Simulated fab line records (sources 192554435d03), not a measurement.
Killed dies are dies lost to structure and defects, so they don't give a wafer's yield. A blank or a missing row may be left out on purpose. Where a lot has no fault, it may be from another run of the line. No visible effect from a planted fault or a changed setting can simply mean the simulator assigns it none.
fab line records	flow n5_finfet
[record] lots = 9	wafers = 27	last_day = 17
route steps=1938 shown BEOL_M1@754 BEOL_M4@1111
lots that met no fault: from a run of the same line without faults
start_h: the number of hours between the record's first day and the start of the first shown wafer of the lot	wait_h: hours elapsed since this lot's preceding step	" repeats the value in the row above	L1.1+2: several wafers, shown together as one row	- no value, or no start was given	* or withheld: withheld	< > ~ a bound
route shown NAME@n: names a module that has steps shown in the file, with the first one's number in the route	usual: mean/standard deviation of fault-free wafers	same: alike in all rows	chamber/n: place in a boat	sites: per-site readings	_std_site: standard deviation of those values	_edge_site: mean of outer sites minus mean of inner sites	radius_mm: for every site, how far away it sits from the centre of the wafer	mask NAME#n: copy n	behind: the most recent tool/chamber to have shaped the wafer	hold: cause of the lot's hold/its duration in hours/its outcome	device: the n, p or np transistor that did not switch	end of line: tests run on the same wafers once the route is complete	step lacking rows: just its recipe	killed: dies lost to structure and defects at the first sort, not the wafer's yield	map: a wafer's dies, marking killed ones x, the rest . and places with no die _
set.NAME: setting as actually run; set.NAME@STEP: the setting as run at that earlier step	model.NAME: the simulator's own value behind a step, which no gauge read
a sample of lots followed through the steps of the route, with each step as a table and each wafer as a row
services: from which hour (start_h, from the record's first day; less than 0 if before it) a tool's chamber was out of use, for how many hours, and why
[[steps]]
[step N5_BEOL_M1_HM_DEP_02]
[recipe] material = TiN	target_thk_a = 200	temp_c = 25	chamber_pressure_pa = 0.49996
[usual] susceptor_temp_C = 24.99/0.097	throttle_valve_pct = 29.7/0.87
lot.wafer	tool	chamber	start_h	wait_h	susceptor_temp_C	throttle_valve_pct
L708.3	pvd_sputter-02	-	122.38	3.0	25.07	31.0
L708.4	"	-	"	"	24.84	30.3
L708.6	"	-	"	"	24.85	30.3
L710.1	pvd_sputter-01	-	135.69	1.2	24.89	30.5
L710.4	"	-	"	"	25.14	30.1
L710.6	"	-	"	"	25.05	28.3
L711.3	pvd_sputter-03	-	140.70	0.9	24.86	28.3
L711.4	"	-	"	"	24.97	30.8
L711.6	"	-	"	"	24.90	30.6
L712.2	pvd_sputter-01	-	149.11	0.3	25.13	30.6
L712.3	"	-	"	"	25.06	28.5
L712.6	"	-	"	"	24.85	28.2
L714.4	pvd_sputter-01	-	157.34	0.7	25.05	28.8
L714.5	"	-	"	"	25.02	30.1
L714.6	"	-	"	"	25.03	28.1
L715.3	pvd_sputter-01	-	171.78	2.8	25.10	28.4
L715.5	"	-	"	"	24.95	30.3
L715.6	"	-	"	"	24.95	28.3
L722.1	pvd_sputter-02	-	214.70	1.1	24.90	29.7
L722.4	"	-	"	"	25.08	30.9
L722.5	"	-	"	"	24.94	29.7
L728.3	pvd_sputter-02	-	245.79	1.0	24.92	30.4
L728.4	"	-	"	"	24.91	30.8
L728.6	"	-	"	"	24.99	29.6
L730.3	pvd_sputter-03	-	253.01	0.6	24.91	28.5
L730.5	"	-	"	"	25.00	30.8
L730.6	"	-	"	"	24.78	30.4
[step N5_BEOL_M1_ETCH_74]
[recipe] chemistry = N2/H2	target = underlayer	target_depth_a = 65	mask_material = CAR-EUV	time_s = 5.2	ion_energy_ev = 200	pressure_mtorr = 30	source_w = 840	bias_w = 150	n2_flow_sccm = 200	h2_flow_sccm = 200	ends = cleared
[usual] drypump_motor_current_A = 5.7/0.42	etch_rf_on_time_s = 5.30/0.18	oes_product_au = 0.66/0.066	rf_vpp_V = 523.5/2.3	showerhead_plenum_p_Torr = 2.53/0.067	throttle_valve_pct = 17.91/0.27
lot.wafer	tool	chamber	start_h	wait_h	drypump_motor_current_A	etch_rf_on_time_s	oes_product_au	rf_hours_counter_h	rf_vpp_V	showerhead_plenum_p_Torr	throttle_valve_pct
L708.3	rie_diel-06	1	123.19	0.0	5.7	5.29	0.63	154	522.1	2.54	18.06
L708.4	"	0	"	"	5.2	5.61	0.71	-	520.7	2.46	17.49
L708.6	"	2	"	"	6.0	5.28	0.61	-	524.5	2.51	17.90
L710.1	rie_diel-06	2	136.79	0.0	6.1	5.26	0.60	206	523.5	2.51	17.89
L710.4	"	1	"	"	5.7	5.18	0.64	-	524.8	2.54	18.00
L710.6	"	2	"	"	6.1	5.26	0.60	-	523.6	2.51	17.91
L711.3	rie_diel-06	1	141.40	0.0	5.7	5.16	0.64	160	522.6	2.54	18.06
L711.4	"	1	"	"	5.7	5.19	0.64	-	524.2	2.54	18.04
L711.6	"	2	"	"	6.1	5.23	0.61	-	521.8	2.51	17.91
L712.2	rie_diel-03	1	149.79	0.0	5.4	5.38	0.78	8	526.0	2.70	17.79
L712.3	"	0	"	"	5.1	5.39	0.61	185	525.9	2.55	18.05
L712.6	"	3	"	"	6.3	4.96	0.78	-	524.6	2.63	18.37
L714.4	rie_diel-04	3	158.23	0.0	5.2	5.36	0.76	36	520.6	2.49	17.85
L714.5	"	2	"	"	5.7	5.01	0.61	-	520.1	2.43	18.51
L714.6	"	1	"	"	5.3	5.17	0.62	-	524.8	2.51	17.80
L715.3	rie_diel-06	3	172.60	0.0	6.2	5.18	0.75	31	526.7	2.60	17.78
L715.5	"	0	"	"	5.2	5.51	0.70	-	522.9	2.45	17.52
L715.6	"	3	"	"	6.2	5.13	0.77	-	527.4	2.60	17.78
L722.1	rie_diel-06	2	215.37	0.0	6.0	5.44	0.59	230	520.7	2.50	17.92
L722.4	"	0	"	"	5.2	5.69	0.67	82	520.8	2.45	17.56
L722.5	"	1	"	"	5.7	5.35	0.62	-	524.3	2.53	18.10
L728.3	rie_diel-06	3	246.66	0.0	6.2	5.22	0.71	56	526.0	2.59	17.83
L728.4	"	2	"	"	6.0	5.41	0.58	241	521.9	2.50	17.94
L728.6	"	0	"	"	5.2	5.63	0.66	-	521.7	2.44	17.58
L730.3	rie_diel-03	3	254.63	0.0	6.4	5.03	0.74	67	526.9	2.61	18.43
L730.5	"	1	"	"	5.4	5.43	0.73	-	529.4	2.68	17.85
L730.6	"	2	"	"	5.3	5.14	0.75	-	521.3	2.51	17.48
[step N5_BEOL_M1_STRIP_19]
[recipe] chemistry = O2	power_w = 400	temp_c = 40	pressure_mtorr = 30	rf_frequency_hz = 6e+07	bias_power_w = 0	overash_fraction = 0.2	o2_flow_sccm = 225
[usual] drypump_motor_current_A = 5.6/0.4	oes_product_au = 0.78/0.085	rf_vpp_V = 3.6/0.54	showerhead_plenum_p_Torr = 2.08/0.058	throttle_valve_pct = 16.73/0.23
lot.wafer	tool	chamber	start_h	wait_h	drypump_motor_current_A	oes_product_au	rf_hours_counter_h	rf_vpp_V	showerhead_plenum_p_Torr	throttle_valve_pct
L708.3	rie_diel-03	3	123.53	0.1	6.3	0.93	30	4.6	2.15	16.80
L708.4	"	0	"	"	5.1	0.74	179	3.1	2.08	16.68
L708.6	"	1	"	"	5.4	0.97	-	3.9	2.25	16.68
L710.1	rie_diel-06	1	137.13	0.1	5.7	0.76	159	4.0	2.09	16.83
L710.4	"	2	"	"	6.0	0.70	-	3.5	2.07	16.80
L710.6	"	1	"	"	5.7	0.76	-	4.6	2.09	16.85
L711.3	rie_diel-06	0	141.72	0.1	5.2	0.84	59	3.7	2.03	16.42
L711.4	"	2	"	"	6.0	0.70	-	3.2	2.07	16.83
L711.6	"	0	"	"	5.2	0.84	-	3.9	2.03	16.42
L712.2	rie_diel-04	0	150.12	0.1	5.9	0.74	177	3.6	2.10	17.01
L712.3	"	1	"	"	5.2	0.73	195	3.3	2.08	16.65
L712.6	"	2	"	"	5.7	0.71	-	4.4	2.00	17.15
L714.4	rie_diel-03	2	158.66	0.2	5.3	0.67	249	3.5	2.07	16.79
L714.5	"	1	"	"	5.4	0.91	-	4.0	2.25	16.70
L714.6	"	2	"	"	5.3	0.66	-	3.5	2.07	16.78
L715.3	rie_diel-06	3	172.93	0.1	6.2	0.90	31	2.6	2.13	16.43
L715.5	"	0	"	"	5.2	0.83	-	4.4	2.03	16.44
L715.6	"	1	"	"	5.7	0.75	-	3.0	2.08	16.86
L722.1	rie_diel-03	3	215.69	0.1	6.4	0.87	62	3.7	2.14	16.85
L722.4	"	1	"	"	5.3	0.86	32	4.2	2.24	16.74
L722.5	"	1	"	"	5.3	0.86	-	4.1	2.24	16.73
L728.3	rie_diel-04	0	247.11	0.2	5.9	0.71	203	4.1	2.09	17.05
L728.4	"	3	"	"	5.2	0.84	59	4.1	2.06	16.70
L728.6	"	0	"	"	5.9	0.71	-	3.5	2.09	17.05
L730.3	rie_diel-04	1	254.96	0.1	5.2	0.71	226	3.4	2.07	16.69
L730.5	"	1	"	"	5.3	0.69	-	3.9	2.07	16.70
L730.6	"	3	"	"	5.1	0.84	-	3.4	2.06	16.72
[step N5_BEOL_M1_COAT_76]
[recipe] resist = underlayer	temp_c = 205	time_s = 60	spin_rpm = 1500	resist_thk_nm = 5
[usual] run_length_s = 66.42/0.19
lot.wafer	tool	chamber	start_h	wait_h	run_length_s
L708.3	litho_track-01	0	123.64	-	66.42
L708.4	"	0	"	"	66.66
L708.6	"	0	"	"	66.36
L710.1	litho_track-01	0	137.24	-	66.35
L710.4	"	0	"	"	66.59
L710.6	"	0	"	"	66.36
L711.3	litho_track-01	0	141.83	-	77.95
L711.4	"	0	"	"	66.59
L711.6	"	0	"	"	66.62
L712.2	litho_track-02	0	150.24	-	65.93
L712.3	"	0	"	"	66.03
L712.6	"	0	"	"	66.31
L714.4	litho_track-04	0	158.77	-	66.55
L714.5	"	0	"	"	66.43
L714.6	"	0	"	"	66.61
L715.3	litho_track-01	0	173.04	-	77.98
L715.5	"	0	"	"	78.02
L715.6	"	0	"	"	66.35
L722.1	litho_track-02	0	215.81	-	66.14
L722.4	"	0	"	"	65.97
L722.5	"	0	"	"	66.12
L728.3	litho_track-01	0	247.22	-	66.45
L728.4	"	0	"	"	66.54
L728.6	"	0	"	"	66.44
L730.3	litho_track-04	0	255.07	-	66.46
L730.5	"	0	"	"	66.54
L730.6	"	0	"	"	66.38
[step N5_BEOL_M4_RC_MEAS_101]
[usual] DIBL_N = 36.0/2.5	DIBL_P = 36.2/3	IOFF_N = 0.16/0.044	IOFF_P = 0.21/0.049	ION_N = 671/15	ION_P = 461/8.7	SS_N = 71.5/0.72	SS_P = 73.4/0.9	VT_N = 251/4.4	VT_P = -250/4
lot.wafer	tool	chamber	start_h	wait_h	DIBL_N[mV/V]	DIBL_P[mV/V]	IOFF_N[nA/um]	IOFF_P[nA/um]	ION_N[uA/um]	ION_P[uA/um]	SS_N[mV/dec]	SS_P[mV/dec]	VT_N[mV]	VT_P[mV]
L708.3	prober-01	0	180.36	0.3	34.7	33.8	0.13	0.20	653	456	71.5	72.0	255	-250
L708.4	"	0	"	"	36.7	36.3	0.16	0.24	672	469	71.4	73.8	249	-243
L708.6	"	0	"	"	33.9	32.7	0.12	0.19	667	468	71.0	72.1	252	-246
L710.1	prober-01	0	189.85	0.8	39.1	39.3	0.23	0.27	683	463	73.2	74.2	247	-246
L710.4	"	0	"	"	36.2	36.5	0.17	0.23	688	468	71.3	73.4	248	-248
L710.6	"	0	"	"	35.8	34.4	0.16	0.20	659	451	71.9	73.2	249	-248
L711.3	prober-02	0	206.96	0.3	32.7	34.3	0.12	0.18	656	455	70.9	72.2	252	-249
L711.4	"	0	"	"	37.3	40.0	0.20	0.24	677	459	72.3	74.3	247	-249
L711.6	"	0	"	"	35.7	38.5	0.16	0.24	663	461	71.7	74.3	253	-247
L712.2	prober-01	0	215.59	0.2	37.4	38.6	0.19	0.24	694	470	72.2	73.8	249	-247
L712.3	"	0	"	"	38.0	39.2	0.19	0.25	670	454	72.3	73.3	250	-252
L712.6	"	0	"	"	38.5	39.4	0.20	0.24	678	457	72.9	74.5	249	-251
L714.4	prober-01	0	219.58	0.5	36.4	36.8	0.15	0.20	678	464	71.5	73.5	252	-251
L714.5	"	0	"	"	34.6	33.4	0.11	0.16	653	452	70.4	72.5	255	-253
L714.6	"	0	"	"	35.0	35.4	0.12	0.20	669	468	71.6	72.8	255	-252
L715.3	prober-02	0	223.87	0.3	37.0	36.6	0.16	0.20	669	457	72.0	73.2	254	-252
L715.5	"	0	"	"	36.0	35.6	0.14	0.19	663	460	71.0	72.6	255	-251
L715.6	"	0	"	"	39.7	40.1	0.21	0.26	700	473	72.0	74.0	246	-249
L722.1	prober-01	0	276.68	0.0	34.6	35.0	0.12	0.17	659	452	70.8	72.6	257	-250
L722.4	"	0	"	"	38.4	39.2	0.19	0.25	686	464	71.7	74.5	248	-249
L722.5	"	0	"	"	39.2	41.3	0.21	0.28	685	466	72.1	73.9	247	-249
L728.3	prober-02	0	306.95	0.3	36.2	37.6	0.16	0.25	674	477	71.6	73.7	250	-247
L728.4	"	0	"	"	33.7	33.4	0.11	0.17	657	453	71.6	72.2	256	-254
L728.6	"	0	"	"	39.4	39.8	0.22	0.28	694	471	73.2	73.9	243	-246
L730.3	prober-01	0	308.65	0.3	40.1	40.6	0.25	0.31	689	470	73.0	74.3	245	-242
L730.5	"	0	"	"	36.2	35.1	0.13	0.19	651	453	71.1	73.0	255	-252
L730.6	"	0	"	"	37.9	37.6	0.19	0.25	675	463	71.8	73.6	246	-246
[[services]]
tool	chamber	start_h	hours	kind
pvd_sputter-01	-	103.56	0.8	repair
pvd_sputter-01	-	112.07	4.3	repair
rie_diel-06	3	133.56	10.2	repair
pvd_sputter-02	-	134.70	2.2	repair
pvd_sputter-01	-	138.71	1.8	repair
rie_diel-03	1	146.18	2.5	repair
rie_diel-03	-	159.37	0.7	repair
rie_diel-03	2	161.15	-	clean
rie_diel-03	2	161.15	-	consumable_replace:focus_ring
rie_diel-03	2	161.15	13.2	scheduled_down
rie_diel-03	2	161.15	13.2	vent_cycle
rie_diel-04	-	188.17	14.6	pm
litho_track-01	-	220.33	-	consumable_replace:filter
rie_diel-03	-	239.00	15.6	pm
rie_diel-04	2	254.55	-	clean
rie_diel-04	2	254.55	-	consumable_replace:focus_ring
rie_diel-04	2	254.55	-	consumable_replace:showerhead
rie_diel-04	2	254.55	11.3	scheduled_down
rie_diel-04	2	254.55	11.3	vent_cycle
[[key]]
[first_sign] step = N5_BEOL_M1_COAT_76	reading = run_length_s	direction = up	sigmas = 61	usual = *	struck = *
effect none on later readings
met_at N5_BEOL_M1_COAT_76
struck_lots L711,L715
struck_wafers L711.3,L715.3,L715.5
not_acting_at N5_BEOL_M1_HM_DEP_02,N5_BEOL_M1_ETCH_74,N5_BEOL_M1_STRIP_19
onset_between 137.24 141.83
[fault] kind = process_parameter_drift	tool = litho_track-01	chamber = -	onset_h = 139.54	steps = N5_BEOL_M1_COAT_76	channel = time_s	offset = *	shape = step	end_h = 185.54	scope = struck_wafers_only	acts_in = *	stated = *
